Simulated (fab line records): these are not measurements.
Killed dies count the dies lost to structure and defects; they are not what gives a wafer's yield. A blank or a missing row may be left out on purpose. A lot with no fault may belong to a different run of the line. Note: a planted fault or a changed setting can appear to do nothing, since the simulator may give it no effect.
fab line records	flow n5-finfet
record lots=7	wafers=21
route steps=1938 shown SDB@349 HKMG_FIN@424 GATE_CUT@500 MOL_CONTACT_COAG@565 BEOL_M0_SAQP@676
start-h: start of the lot's first displayed wafer, in hours after the record's first day	wait-h: how many hours have passed since the lot's step before this one	" repeats the value in the row above	L1.1+2: several wafers, shown together as one row	- either no value or no given start	* or withheld: withheld	< > ~ a bound
route shown NAME@n: a module of which the file shows steps, and the number in the route of the first	usual: mean/standard deviation of fault-free wafers	same: alike in all rows	chamber/n: place in a boat	sites: per-site readings	_std_site: standard deviation of those values	_edge_site: inner sites' mean taken away from outer sites' mean	radius-mm: how far each site lies from the wafer's centre	mask NAME#n: copy n	behind: the most recent tool/chamber to have shaped the wafer	hold: why the lot went on hold/how many hours it stayed there/how the hold came to an end	device: the transistor (n, p or np) that didn't switch	end of line: at the end of the route, the tests of the same wafers	for a step that has no rows: nothing shown but its recipe	killed: at the first sort, the dies lost to defects and structure; wafer yield is something else	map: shows each die of a wafer: x if killed, . if not, _ if none is there
set.NAME: the setting the step ran with; set.NAME@STEP: the setting that earlier step ran with	model.NAME: the simulator's own value behind a step, which no gauge read
lots with deliberately changed settings; one table per step, one row per wafer
## steps
# step N5_SDB_COAT_04
# recipe resist=SiARC	temp-c=220	time-s=60	spin-rpm=1500	resist-thk-nm=18
lot.wafer	tool	chamber	start-h	wait-h	set.spin-rpm	model.SiARC_of_SDB_COAT_04.thk-nm
L076.1	litho-track-05	0	-	-	1562	17.8
L076.3+5	"	0	"	"	1562	17.6
L077.1+2+4	litho-track-05	0	-	-	1500	18
L081.2+3	litho-track-03	0	-	-	1500	18
L081.5	"	0	"	"	1344	19
L086.4+5+6	litho-track-03	0	-	-	1500	18
L092.1+3	litho-track-01	0	-	-	1444	18.4
L092.6	"	0	"	"	1500	18
L094.1+5+6	litho-track-01	0	-	-	1500	18
L096.1	litho-track-01	0	-	-	1428	18.6
L096.5	"	0	"	"	1500	18
L096.6	"	0	"	"	1428	18.4
# step N5_SDB_COAT_05
# recipe resist=CAR-ArF	spin-rpm=1500	resist-thk-nm=90
# step N5_SDB_EBR_07
# recipe solvent=PGMEA	ebr-width-mm=1.5
# step N5_SDB_DESCUM_16
# recipe chemistry=O2	time-s=7.9	source-power-w=50	bias-power-w=20	pressure-mtorr=20	rf-frequency-hz=2.712e+07	temp-c=40	resist=CAR-ArF	o2-flow-sccm=225
# step N5_SDB_ETCH_17
# recipe chemistry=CF4	target=SiARC	target-depth-a=234	mask-material=CAR-ArF	time-s=39	ion-energy-ev=80	pressure-mtorr=40	source-w=545	bias-w=36	Ar_flow_sccm=100	cf4-flow-sccm=100	ends=cleared
# usual etch-rf-on-time-s=38.8/0.42
lot.wafer	tool	chamber	start-h	wait-h	set.spin-rpm@SDB_COAT_04	etch-rf-on-time-s	model.etch.depth-nm
L076.1	rie-diel-02	3	82.25	0.0	1562	38.1	17.71
L076.3	"	1	"	"	1562	37.5	17.67
L076.5	"	0	"	"	1562	38.4	17.59
L077.1	rie-diel-01	2	84.25	0.0	1500	39.1	18.01
L077.2	"	0	"	"	1500	39.4	18.03
L077.4	"	3	"	"	1500	38.6	17.98
L081.2	rie-diel-02	2	108.96	0.0	1500	38.6	18.05
L081.3	"	1	"	"	1500	38.5	18.01
L081.5	"	3	"	"	1344	41.0	19.01
L086.4	rie-diel-01	2	138.34	0.0	1500	38.6	17.97
L086.5	"	1	"	"	1500	38.6	18.07
L086.6	"	2	"	"	1500	38.8	17.97
L092.1	rie-diel-06	1	178.15	0.0	1444	39.8	18.33
L092.3	"	3	"	"	1444	39.6	18.32
L092.6	"	3	"	"	1500	38.8	18.02
L094.1	rie-diel-01	1	185.97	0.0	1500	39.1	18.02
L094.5	"	1	"	"	1500	38.7	18.04
L094.6	"	3	"	"	1500	38.6	18.03
L096.1	rie-diel-02	2	197.26	0.0	1428	39.4	18.52
L096.5	"	2	"	"	1500	38.5	18.05
L096.6	"	3	"	"	1428	40.0	18.49
# step N5_SDB_ETCH_18
# recipe chemistry=N2/H2	target=SOC	target-depth-a=1000	overetch-a=200	mask-material=SiARC	temp-c=40	time-s=150	ion-energy-ev=200	pressure-mtorr=30	source-w=840	bias-w=150	n2-flow-sccm=200	h2-flow-sccm=200
lot.wafer	tool	chamber	start-h	wait-h	set.spin-rpm@SDB_COAT_04	model.SiARC_of_SDB_COAT_04.thk-nm
L076.1+3+5	rie-diel-02	3,1,0	82.29	0.0	1562	12.4
L077.1+2	rie-diel-01	2,0	84.29	0.0	1500	12.8
L077.4	"	3	"	"	1500	12.6
L081.2+3	rie-diel-02	2,1	108.99	0.0	1500	12.8
L081.5	"	3	"	"	1344	13.6
L086.4+5+6	rie-diel-01	2,1,2	138.38	0.0	1500	12.8
L092.1	rie-diel-06	1	178.19	0.0	1444	13.2
L092.3	"	3	"	"	1444	13
L092.6	"	3	"	"	1500	12.8
L094.1+5+6	rie-diel-01	1,1,3	186.01	0.0	1500	12.8
L096.1+6	rie-diel-02	2,3	197.29	0.0	1428	13.2
L096.5	"	2	"	"	1500	12.8
# step N5_HKMG_FIN_COAT_06
# recipe resist=CAR-ArF	spin-rpm=1500	resist-thk-nm=90
lot.wafer	tool	chamber	start-h	wait-h	set.spin-rpm	model.CAR-ArF_of_HKMG_FIN_COAT_06.thk-nm
L076.1	litho-track-04	0	-	-	1500	90.2
L076.3+5	"	0	"	"	1500	90
L077.1+2	litho-track-05	0	-	-	1500	90.2
L077.4	"	0	"	"	1388	94.2
L081.2	litho-track-02	0	-	-	1411	92.6
L081.3	"	0	"	"	1500	89.8
L081.5	"	0	"	"	1411	92.4
L086.4	litho-track-02	0	-	-	1500	89.8
L086.5	"	0	"	"	1500	89.6
L086.6	"	0	"	"	1500	90
L092.1	litho-track-05	0	-	-	1500	89.8
L092.3+6	"	0	"	"	1381	93.6
L094.1	litho-track-05	0	-	-	1595	87
L094.5	"	0	"	"	1500	89.8
L094.6	"	0	"	"	1500	89.6
L096.1	litho-track-02	0	-	-	1500	89.8
L096.5+6	"	0	"	"	1500	89.6
# step N5_HKMG_FIN_PEB_10
# recipe peb-temp-c=withheld	peb-time-s=60	resist=CAR-ArF
lot.wafer	tool	chamber	start-h	wait-h	set.peb-time-s
L076.1+5	litho-track-04	0	91.03	0.1	69.46
L076.3	"	0	"	"	60
L077.1+2	litho-track-02	0	93.64	0.1	50.19
L077.4	"	0	"	"	60
L081.2+3	litho-track-02	0	118.19	0.0	60
L081.5	"	0	"	"	69.13
L086.4+5+6	litho-track-05	0	147.21	0.0	60
L092.1+3+6	litho-track-04	0	187.25	0.1	60
L094.1+6	litho-track-04	0	195.26	0.1	68.71
L094.5	"	0	"	"	60
L096.1+5	litho-track-02	0	206.01	0.1	60
L096.6	"	0	"	"	53.6
# step N5_HKMG_FIN_DEVELOP_11
# recipe develop-time-s=30	developer=TMAH	resist=CAR-ArF	dev-temp-c=23	rinse-liquid=diw	dry=air-spin
# step N5_HKMG_FIN_CD_MEAS_12
# recipe target-cd-nm=92.8	landing-energy-ev=500	detector=se-inlens
# usual cd-nm=92.9/0.62
lot.wafer	tool	chamber	start-h	wait-h	set.peb-time-s@HKMG_FIN_PEB_10	cd-nm
L076.1	cd-sem-03	0	91.09	-	69.46	97.5
L076.3	"	0	"	"	60	92.6
L076.5	"	0	"	"	69.46	97.8
L077.1	cd-sem-02	0	93.70	-	50.19	87.4
L077.2	"	0	"	"	50.19	87.2
L077.4	"	0	"	"	60	93.1
L081.2	cd-sem-01	0	118.26	-	60	92.5
L081.3	"	0	"	"	60	93.1
L081.5	"	0	"	"	69.13	96.8
L086.4	cd-sem-01	0	147.27	-	60	92.9
L086.5	"	0	"	"	60	92.8
L086.6	"	0	"	"	60	93.0
L092.1	cd-sem-01	0	187.31	-	60	93.9
L092.3	"	0	"	"	60	93.4
L092.6	"	0	"	"	60	93.2
L094.1	cd-sem-01	0	195.32	-	68.71	96.7
L094.5	"	0	"	"	60	91.9
L094.6	"	0	"	"	68.71	96.6
L096.1	cd-sem-03	0	206.08	-	60	92.4
L096.5	"	0	"	"	60	93.3
L096.6	"	0	"	"	53.6	88.7
# step N5_GATE_CUT_CUT_ETCH_53
# recipe chemistry=SF6/Cl2	target=W	mask-material=SiO2	target-depth-a=792	pressure-mtorr=8	icp-w=900	bias-w=80	SF6_flow_sccm=40	Cl2_flow_sccm=60	ends=cleared
# usual etch-rf-on-time-s=26.0/0.44
lot.wafer	tool	chamber	start-h	wait-h	set.icp-w	etch-rf-on-time-s
L076.1	rie-metal-01	0	100.82	0.1	900	26.1
L076.3	"	1	"	"	900	26.3
L076.5	"	0	"	"	900	26.1
L077.1	rie-metal-03	0	103.23	0.1	811.8	28.3
L077.2	"	1	"	"	811.8	28.9
L077.4	"	0	"	"	811.8	28.5
L081.2	rie-metal-01	0	127.58	0.1	900	25.8
L081.3	"	0	"	"	816.7	28.0
L081.5	"	1	"	"	816.7	28.4
L086.4	rie-metal-03	1	156.35	0.2	900	26.5
L086.5	"	1	"	"	900	26.5
L086.6	"	0	"	"	900	25.7
L092.1	rie-metal-03	0	196.40	0.1	900	26.2
L092.3	"	0	"	"	942.1	25.3
L092.6	"	1	"	"	900	26.9
L094.1	rie-metal-03	0	203.91	0.1	900	25.8
L094.5	"	0	"	"	841.1	27.5
L094.6	"	1	"	"	841.1	28.2
L096.1	rie-metal-02	1	215.31	0.1	900	25.7
L096.5	"	1	"	"	900	25.9
L096.6	"	0	"	"	900	25.5
# step N5_MOL_CONTACT_COAG_COAT_76
# recipe resist=SiARC	temp-c=220	time-s=60	spin-rpm=1500	resist-thk-nm=10
lot.wafer	tool	chamber	start-h	wait-h	set.spin-rpm	model.SiARC_of_MOL_CONTACT_COAG_COAT_76.thk-nm
L076.1	litho-track-05	0	-	-	1593	9.8
L076.3+5	"	0	"	"	1500	10
L077.1+2	litho-track-04	0	-	-	1500	10
L077.4	"	0	"	"	1593	9.8
L081.2	litho-track-04	0	-	-	1500	10
L081.3+5	"	0	"	"	1654	9.6
L086.4+5+6	litho-track-01	0	-	-	1500	10
L092.1+3+6	litho-track-05	0	-	-	1500	10
L094.1+5	litho-track-01	0	-	-	1352	10.6
L094.6	"	0	"	"	1500	10
L096.1+6	litho-track-04	0	-	-	1452	10.2
L096.5	"	0	"	"	1500	10
# step N5_MOL_CONTACT_COAG_COAT_77
# recipe resist=underlayer	temp-c=205	time-s=60	spin-rpm=1500	resist-thk-nm=10
# step N5_MOL_CONTACT_COAG_COAT_78
# recipe resist=CAR-EUV	spin-rpm=1500	resist-thk-nm=40
# step N5_MOL_CONTACT_COAG_DESCUM_88
# recipe chemistry=O2	time-s=7	source-power-w=50	bias-power-w=20	pressure-mtorr=20	rf-frequency-hz=2.712e+07	temp-c=40	resist=CAR-EUV	o2-flow-sccm=225
# step N5_MOL_CONTACT_COAG_ETCH_89
# recipe chemistry=N2/H2	target=underlayer	target-depth-a=130	mask-material=CAR-EUV	time-s=10.4	ion-energy-ev=200	pressure-mtorr=30	source-w=840	bias-w=150	n2-flow-sccm=200	h2-flow-sccm=200	ends=cleared
# step N5_MOL_CONTACT_COAG_ETCH_90
# recipe chemistry=CF4	target=SiARC	target-depth-a=130	mask-material=CAR-EUV	time-s=21.7	ion-energy-ev=80	pressure-mtorr=40	source-w=545	bias-w=36	Ar_flow_sccm=100	cf4-flow-sccm=100	ends=cleared
# usual etch-rf-on-time-s=21.55/0.27
lot.wafer	tool	chamber	start-h	wait-h	set.spin-rpm@MOL_CONTACT_COAG_COAT_76	etch-rf-on-time-s	model.etch.depth-nm
L076.1	rie-diel-06	2	114.12	0.0	1593	20.45	9.701
L076.3	"	0	"	"	1500	21.54	10
L076.5	"	3	"	"	1500	21.31	9.993
L077.1	rie-diel-06	3	119.46	0.0	1500	21.59	10
L077.2	"	2	"	"	1500	21.20	9.98
L077.4	"	0	"	"	1593	20.94	9.704
L081.2	rie-diel-01	1	141.48	0.0	1500	21.44	10.02
L081.3	"	0	"	"	1654	20.73	9.505
L081.5	"	1	"	"	1654	20.30	9.515
L086.4	rie-diel-02	1	171.38	0.0	1500	21.68	10.04
L086.5	"	3	"	"	1500	21.70	10.03
L086.6	"	2	"	"	1500	21.54	10.03
L092.1	rie-diel-02	3	210.49	0.0	1500	21.83	10.02
L092.3	"	0	"	"	1500	21.07	10
L092.6	"	1	"	"	1500	21.41	9.988
L094.1	rie-diel-06	2	219.28	0.0	1352	22.57	10.58
L094.5	"	1	"	"	1352	22.93	10.57
L094.6	"	2	"	"	1500	21.54	10.02
L096.1	rie-diel-06	3	230.36	0.0	1452	21.89	10.18
L096.5	"	0	"	"	1500	21.48	9.999
L096.6	"	1	"	"	1452	22.21	10.16
# step N5_MOL_CONTACT_COAG_ALD_131
# recipe material=SiO2	target-thk-a=50	temp-c=100	ald-precursor-family=BDEAS	ald-co-reactant=O2-plasma	pulse-time-s=1	co-reactant-pulse-time-s=1	purge-time-s=2	co-reactant-purge-time-s=2	ald-cycles=35	pressure-torr=2
# step N5_MOL_CONTACT_COAG_ETCHBACK_132
# recipe chemistry=CHF3	target=SiO2	target-depth-a=100	time-s=6.7	ion-energy-ev=200	pressure-mtorr=30	source-w=610	bias-w=170	Ar_flow_sccm=200	CHF3_flow_sccm=50
# step N5_MOL_CONTACT_COAG_ETCH_91
# recipe chemistry=N2/H2	target=SOC	target-depth-a=600	overetch-a=210	mask-material=SiARC	temp-c=40	time-s=101.2	ion-energy-ev=200	pressure-mtorr=30	source-w=840	bias-w=150	n2-flow-sccm=200	h2-flow-sccm=200
lot.wafer	tool	chamber	start-h	wait-h	set.spin-rpm@MOL_CONTACT_COAG_COAT_76	model.SiARC_of_MOL_CONTACT_COAG_COAT_76.thk-nm
L076.1	rie-diel-01	1	114.41	0.0	1593	5.4
L076.3+5	"	3	"	"	1500	5.8
L077.1	rie-diel-02	0	119.75	0.0	1500	6
L077.2	"	2	"	"	1500	5.8
L077.4	"	3	"	"	1593	5.6
L081.2	rie-diel-01	0	142.70	0.0	1500	6
L081.3+5	"	1,2	"	"	1654	5.4
L086.4+6	rie-diel-06	1,0	171.65	0.0	1500	5.8
L086.5	"	1	"	"	1500	6
L092.1+3+6	rie-diel-06	0,1,3	210.79	0.0	1500	5.8
L094.1+5	rie-diel-01	3,1	219.58	0.0	1352	6.4
L094.6	"	0	"	"	1500	6
L096.1+6	rie-diel-01	0,2	230.65	0.0	1452	6.2
L096.5	"	1	"	"	1500	5.8
# step N5_MOL_CONTACT_COAG_ALD_133
# recipe material=SiO2	target-thk-a=50	temp-c=100	ald-precursor-family=BDEAS	ald-co-reactant=O2-plasma	pulse-time-s=1	co-reactant-pulse-time-s=1	purge-time-s=2	co-reactant-purge-time-s=2	ald-cycles=35	pressure-torr=2
lot.wafer	tool	chamber	start-h	wait-h	set.ald-cycles	model.SiO2_of_MOL_CONTACT_COAG_ALD_133.thk-nm
L076.1+3+5	ald-sin-01	2,0,1	115.45	0.1	35	5
L077.1+4	ald-sin-02	3,2	120.79	0.1	32	4.6
L077.2	"	0	"	"	35	5
L081.2+5	ald-sin-01	2	143.87	0.1	37	5.2
L081.3	"	3	"	"	35	5
L086.4+5+6	ald-sin-03	0,0,1	172.82	0.1	35	5
L092.1+3+6	ald-sin-03	0,1,3	212.26	0.2	35	5
L094.1+6	ald-sin-02	0,3	220.61	0.1	29	4.2
L094.5	"	2	"	"	35	5
L096.1+5+6	ald-sin-02	2,2,3	231.86	0.1	35	5
# step N5_BEOL_M0_SAQP_SPACER2_ALD_26
# recipe material=SiO2	target-thk-a=150	temp-c=300	ald-precursor-family=BDEAS	ald-co-reactant=O2-plasma	pulse-time-s=1	purge-time-s=2	co-reactant-purge-time-s=2	pressure-torr=2
lot.wafer	tool	chamber	start-h	wait-h	set.target-thk-a	model.SiO2_of_BEOL_M0_SAQP_SPACER2_ALD_26.thk-nm
L076.1	ald-sin-03	3	126.89	0.1	150	14.8
L076.3+5	"	1,2	"	"	150	15
L077.1+2+4	ald-sin-01	2,3,0	130.90	0.1	150	15
L081.2+3+5	ald-sin-01	3,0,1	153.44	0.1	163.7	16.4
L086.4+5+6	ald-sin-01	0,3,2	182.86	0.1	150	15
L092.1	ald-sin-04	0	222.98	0.1	139.7	14
L092.3+6	"	2,0	"	"	150	15
L094.1+5+6	ald-sin-01	0,0,1	230.70	0.1	150	15
L096.1	ald-sin-03	1	242.69	0.1	150	15
L096.5+6	"	0,1	"	"	163.2	16.2
# step N5_BEOL_M0_SAQP_SPACER2_ETCHBACK_27
# recipe chemistry=CHF3/O2	mode=anisotropic-etchback	target=SiO2	target-depth-a=225	time-s=11.25	pressure-mtorr=30	source-w=650	bias-w=170	Ar_flow_sccm=200	CHF3_flow_sccm=50	O2_flow_sccm=5	ion-energy-ev=200
# step N5_BEOL_M0_SAQP_MANDREL2_REMOVE_110
# recipe chemistry=HBr/Cl2/O2	bt-time-s=10	target=a-Si	stop-on=SiCN	endpoint=OES-SiCl	over-etch-frac=1	icp-w=600	bias-w=30	HBr_flow_sccm=150	Cl2_flow_sccm=80	O2_flow_sccm=5	pressure-mtorr=10
lot.wafer	tool	chamber	start-h	wait-h	set.target-thk-a@BEOL_M0_SAQP_SPACER2_ALD_26	model.BEOL_M0_SAQP.cd-nm
L076.1	rie-si-01	0	127.65	0.1	150	14.8
L076.3+5	"	1	"	"	150	15
L077.1+2	rie-si-03	3,2	131.54	0.1	150	15
L077.4	"	1	"	"	150	15.2
L081.2+3	rie-si-01	3,1	154.08	0.1	163.7	16.4
L081.5	"	0	"	"	163.7	16.2
L086.4+5	rie-si-03	3,2	183.50	0.1	150	15
L086.6	"	3	"	"	150	14.8
L092.1	rie-si-05	3	223.61	0.1	139.7	14
L092.3	"	2	"	"	150	15.2
L092.6	"	3	"	"	150	15
L094.1+5+6	rie-si-05	3,2,3	231.34	0.1	150	15
L096.1	rie-si-01	0	243.33	0.1	150	14.8
L096.5+6	"	2,1	"	"	163.2	16.4
# step N5_BEOL_M0_SAQP_CD_MEAS_29
# recipe target-cd-nm=14.4	landing-energy-ev=1000	detector=se-inlens
# usual cd-nm=14.99/0.21
lot.wafer	tool	chamber	start-h	wait-h	set.target-thk-a@BEOL_M0_SAQP_SPACER2_ALD_26	cd-nm
L076.1	cd-sem-03	0	127.76	0.1	150	15.07
L076.3	"	0	"	"	150	14.73
L076.5	"	0	"	"	150	14.91
L077.1	cd-sem-02	0	131.65	0.1	150	15.30
L077.2	"	0	"	"	150	14.83
L077.4	"	0	"	"	150	15.04
L081.2	cd-sem-02	0	154.19	0.1	163.7	16.30
L081.3	"	0	"	"	163.7	16.25
L081.5	"	0	"	"	163.7	16.23
L086.4	cd-sem-03	0	183.61	0.1	150	14.74
L086.5	"	0	"	"	150	15.09
L086.6	"	0	"	"	150	14.88
L092.1	cd-sem-02	0	223.72	0.1	139.7	14.10
L092.3	"	0	"	"	150	15.14
L092.6	"	0	"	"	150	14.61
L094.1	cd-sem-01	0	231.45	0.1	150	14.86
L094.5	"	0	"	"	150	14.56
L094.6	"	0	"	"	150	15.15
L096.1	cd-sem-01	0	243.44	0.1	150	14.81
L096.5	"	0	"	"	163.2	16.24
L096.6	"	0	"	"	163.2	16.26
## key
split step=N5_SDB_COAT_04	setting=spin-rpm	stated=1500	by=wafer
response step=N5_SDB_COAT_04	reading=model.SiARC_of_SDB_COAT_04.thk-nm	change=-0.0985	per=1%	r=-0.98
response step=N5_SDB_ETCH_17	reading=etch-rf-on-time-s	change=*	per=1%	r=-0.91
response step=N5_SDB_ETCH_17	reading=model.etch.depth-nm	change=-0.0928	per=1%	r=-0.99
response step=N5_SDB_ETCH_18	reading=model.SiARC_of_SDB_COAT_04.thk-nm	change=-0.0783	per=1%	r=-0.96
split step=N5_HKMG_FIN_COAT_06	setting=spin-rpm	stated=1500	by=wafer
response step=N5_HKMG_FIN_COAT_06	reading=model.CAR-ArF_of_HKMG_FIN_COAT_06.thk-nm	change=-0.48	per=1%	r=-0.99
split step=N5_HKMG_FIN_PEB_10	setting=peb-time-s	stated=60	by=wafer
response step=N5_HKMG_FIN_CD_MEAS_12	reading=cd-nm	change=+0.326	per=1%	r=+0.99
split step=N5_GATE_CUT_CUT_ETCH_53	setting=icp-w	stated=900	by=wafer
response step=N5_GATE_CUT_CUT_ETCH_53	reading=etch-rf-on-time-s	change=*	per=1%	r=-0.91
split step=N5_MOL_CONTACT_COAG_COAT_76	setting=spin-rpm	stated=1500	by=wafer
response step=N5_MOL_CONTACT_COAG_COAT_76	reading=model.SiARC_of_MOL_CONTACT_COAG_COAT_76.thk-nm	change=-0.0454	per=1%	r=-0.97
response step=N5_MOL_CONTACT_COAG_ETCH_90	reading=etch-rf-on-time-s	change=*	per=1%	r=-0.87
response step=N5_MOL_CONTACT_COAG_ETCH_90	reading=model.etch.depth-nm	change=-0.0513	per=1%	r=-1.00
response step=N5_MOL_CONTACT_COAG_ETCH_91	reading=model.SiARC_of_MOL_CONTACT_COAG_COAT_76.thk-nm	change=-0.0543	per=1%	r=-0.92
split step=N5_MOL_CONTACT_COAG_ALD_133	setting=ald-cycles	stated=35	by=wafer
response step=N5_MOL_CONTACT_COAG_ALD_133	reading=model.SiO2_of_MOL_CONTACT_COAG_ALD_133.thk-nm	change=+0.0457	per=1%	r=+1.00
split step=N5_BEOL_M0_SAQP_SPACER2_ALD_26	setting=target-thk-a	stated=150	by=wafer
response step=N5_BEOL_M0_SAQP_SPACER2_ALD_26	reading=model.SiO2_of_BEOL_M0_SAQP_SPACER2_ALD_26.thk-nm	change=+0.14	per=1%	r=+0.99
response step=N5_BEOL_M0_SAQP_MANDREL2_REMOVE_110	reading=model.BEOL_M0_SAQP.cd-nm	change=+0.174	per=1%	r=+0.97
response step=N5_BEOL_M0_SAQP_CD_MEAS_29	reading=cd-nm	change=+0.145	per=1%	r=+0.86
